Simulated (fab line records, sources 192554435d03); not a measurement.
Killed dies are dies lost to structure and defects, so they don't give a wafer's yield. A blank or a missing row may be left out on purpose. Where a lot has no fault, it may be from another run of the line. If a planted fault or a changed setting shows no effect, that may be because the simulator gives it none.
Comparing a struck lot with a sound one || flow n5-finfet || 38 out of 1938 route steps
Sound: wafers L743.3, L743.5, L743.6. Wafers struck: L734.1, L734.2, L734.6. The cause comes at the end.
Per side, at each step with rows, come the tool, then ch with its chambers, and then its first start. Under that, the readings that differ: sound wafers || struck wafers || difference of the means || sigmas: that difference in standard deviations of wafers without a fault.
alike: readings with means less than 2 such deviations apart, plus words and numbers identical on both sides. not compared: withheld readings, readings lacking a value on some wafer, bounds such as >300 that could conceal the same value, and numbers that have no deviation in the record and whose values overlap.
The two part at a step that has a row with sigmas, a row that says differs or no value, or rows on one side only. Non-overlapping numbers with no deviation appear without sigmas and do not part them. A reading that every wafer of one side lacks parts them only if that side has two wafers or more.

first, 9 steps without rows for these wafers: N5_BEOL_M4_ANNEAL_95 (time 240 s); N5_BEOL_M4_SPUTTER_96 (material Cu, target thk 4.5 nm, time 8.29 s); N5_BEOL_M4_ECD_50 (material Cu, target thk 300 nm); N5_BEOL_M4_ANNEAL_51 (time 90 s); N5_BEOL_M4_CMP_52 (polishes, stops on SiOC, t overpolish 6.8 s, target thk 40 nm); N5_BEOL_M4_PRE_CLEAN_60 (time 15 s); N5_BEOL_M4_CO_CAP_55 (material Co, precursor CCTBA/H2, target thk 2 nm, time 102.1 s); N5_BEOL_M4_PRE_CLEAN_56 (time 15 s); N5_BEOL_M4_DEP_57 (deposits SiCN from 3MS/NH3, target thk 8 nm, time 14 s).
N5_BEOL_M4_RC_MEAS_101:
  sound on prober-02 ch 0, day 12 11:19; struck on prober-02 ch 0, day 10 02:29
  alike: DIBL_N, DIBL_P, IOFF_N, IOFF_P, ION_N, ION_P, SS_N, SS_P, VT_N, VT_P
then, 24 steps without rows for these wafers: N5_BEOL_M5_ILD_DEP_00 (deposits SiCOH lowk from DEMS/porogen, target thk 140.64 nm, time 25.9 s); N5_BEOL_M5_CURE_79 (cures SiCOH lowk, time 240 s); N5_BEOL_M5_PECVD_70 (deposits SiO2 from TEOS/O2, target thk 16 nm, time 18 s); N5_BEOL_M5_HM_DEP_02 (deposits TiN, target thk 20 nm); N5_BEOL_M5_COAT_59 (time 60 s, resist thk 60 nm); N5_BEOL_M5_COAT_60 (time 60 s, resist thk 12 nm); N5_BEOL_M5_COAT_71 (time 60 s, resist thk 5 nm); N5_BEOL_M5_COAT_05 (resist thk 30 nm); N5_BEOL_M5_EBR_07; N5_BEOL_M5_SOFTBAKE_06 (time 60 s); N5_BEOL_M5_EXPOSE_08 (exposes mask M5, target cd 28 nm); N5_BEOL_M5_PEB_09 (peb time 60 s); N5_BEOL_M5_DEVELOP_10 (develop time 30 s); N5_BEOL_M5_DESCUM_16 (chemistry O2, time 7 s); N5_BEOL_M5_ETCH_72 (etches underlayer in N2/H2, target depth 6.5 nm, time 5.2 s); N5_BEOL_M5_ETCH_61 (etches SiARC in CF4, target depth 15.6 nm, time 26 s); N5_BEOL_M5_ETCH_62 (etches SOC in N2/H2, target depth 75 nm, overetch 15 nm, time 112.5 s); N5_BEOL_M5_STRIP_63 (strips in N2/H2); N5_BEOL_M5_STRIP_73 (strips in N2/H2); N5_BEOL_M5_STRIP_64 (strips in CF4); N5_BEOL_M5_HM_OPEN_17 (chemistry Cl2/BCl3, target TiN, target depth 20 nm, overetch 6 nm); N5_BEOL_M5_STRIP_19 (strips in O2); N5_BEOL_M5_COAT_65 (time 60 s, resist thk 60 nm); N5_BEOL_M5_COAT_66 (time 60 s, resist thk 12 nm).
-- record jumps: 3 days separate the struck wafers' starts on either side; left off in module BEOL_M5, taken up again in module BEOL_M13, whose first shown step is the route's number 1707 --
N5_BEOL_M13_SPUTTER_45: material Cu, target thk 80 nm, time 13.33 s.
  sound on pvd-sputter-03, day 15 13:07; struck on pvd-sputter-02, day 12 19:41
  no value came back on the struck wafers for bias-v (V), cathode-dc-power-W (W), substrate-temp-c (C), throttle-valve-pct (%); on the sound wafers bias-v (V) reads 60.4 60.9 60.3
N5_BEOL_M13_THK_MEAS_50: measures by xrf.
  sound on film-metro-01, day 15 14:08; struck on film-metro-02, day 12 20:38
{"reading": "M13_THK (nm)", "sound": "426 429 416", "struck": "- - -", "difference": "no value on the struck wafers", "sigmas": ""}
N5_BEOL_M13_RS_MEAS_54: the measuring method here is four-point-probe.
  sound on film-metro-01, day 15 14:16; struck on film-metro-02, day 12 20:46
{"reading": "M13_RS (ohm/sq)", "sound": "0.0440 0.0438 0.0453", "struck": "57.414 57.160 56.066", "difference": "+56.836", "sigmas": "+99 or more"}
N5_PASSIVATION_PROBE_49:
  rows exist in the record for the struck wafers here (prober-02, day 13 22:53), but not for the sound ones

== WHERE THEY PART ==
Earliest at N5_BEOL_M13_SPUTTER_45; latest, in this record, at N5_PASSIVATION_PROBE_49.

WHY: the cause the simulator had injected
Beginning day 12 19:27, the whole step at N5_BEOL_M13_SPUTTER_45 was skipped on pvd-sputter-02. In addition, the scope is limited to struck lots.
